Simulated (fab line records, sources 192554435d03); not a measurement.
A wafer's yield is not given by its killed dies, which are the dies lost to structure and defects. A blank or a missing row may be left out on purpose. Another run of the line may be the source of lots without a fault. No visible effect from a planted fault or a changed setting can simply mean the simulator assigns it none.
Chamber matching + flow n5 finfet + rie diel-04 running N5_MOL_CONTACT_COAG_ETCH_47: 4 sister chambers
The step etches SiNx in CH3F/O2, stops on W, target depth 27 nm. 8 wafers are shown with their chamber, then 9 later ones without.

## WAFERS WITH THEIR CHAMBER
| wafer  | chamber | drypump motor current A (A) | showerhead plenum p Torr (Torr) |
|--------|---------|-----------------------------|---------------------------------|
| L078.2 | 1       | 5.91                        | 1.94                            |
| L078.5 | 1       | 5.92                        | 1.94                            |
| L081.5 | 2       | 5.39                        | 2.06                            |
| L085.2 | 0       | 5.85                        | 1.96                            |
| L085.4 | 3       | 5.23                        | 2.06                            |
| L089.1 | 0       | 5.89                        | 1.96                            |
| L089.2 | 2       | 5.41                        | 2.05                            |
| L089.4 | 3       | 5.24                        | 2.05                            |

## WAFERS WITH NO CHAMBER GIVEN
| wafer  | drypump motor current A (A) | showerhead plenum p Torr (Torr) |
|--------|-----------------------------|---------------------------------|
| L090.3 | 5.84                        | 1.95                            |
| L090.4 | 5.22                        | 2.05                            |
| L090.6 | 5.43                        | 2.05                            |
| L093.2 | 5.89                        | 1.94                            |
| L093.3 | 5.24                        | 2.05                            |
| L093.6 | 5.90                        | 1.94                            |
| L096.1 | 5.42                        | 2.05                            |
| L096.2 | 5.88                        | 1.93                            |
| L096.5 | 5.24                        | 2.05                            |

## WHICH CHAMBER EACH WENT THROUGH
| wafer  | from the rows above | in truth |
|--------|---------------------|----------|
| L090.3 | 0                   | 0        |
| L090.4 | 3                   | 3        |
| L090.6 | 2                   | 2        |
| L093.2 | 1                   | 1        |
| L093.3 | 3                   | 3        |
| L093.6 | 1                   | 1        |
| L096.1 | 2                   | 2        |
| L096.2 | 1                   | 1        |
| L096.5 | 3                   | 3        |
Correct placement for 9 of the 9. Not placeable from these rows: 0. 0 placed wrongly.
How it was worked out, from the rows above alone: a wafer's distance from a chamber is the root of the sum, over the readings, of the square of ((its reading less the chamber's mean) divided by the reading's scatter). If the next closest chamber is less than 2 further off than the closest, the wafer can't be placed; otherwise it belongs to the closest. The mean given for a chamber averages the wafers shown for that chamber. The scatter is the square root of a quotient: the sum, over the shown wafers, of each reading's squared deviation from its chamber's mean, divided by wafers minus chambers.
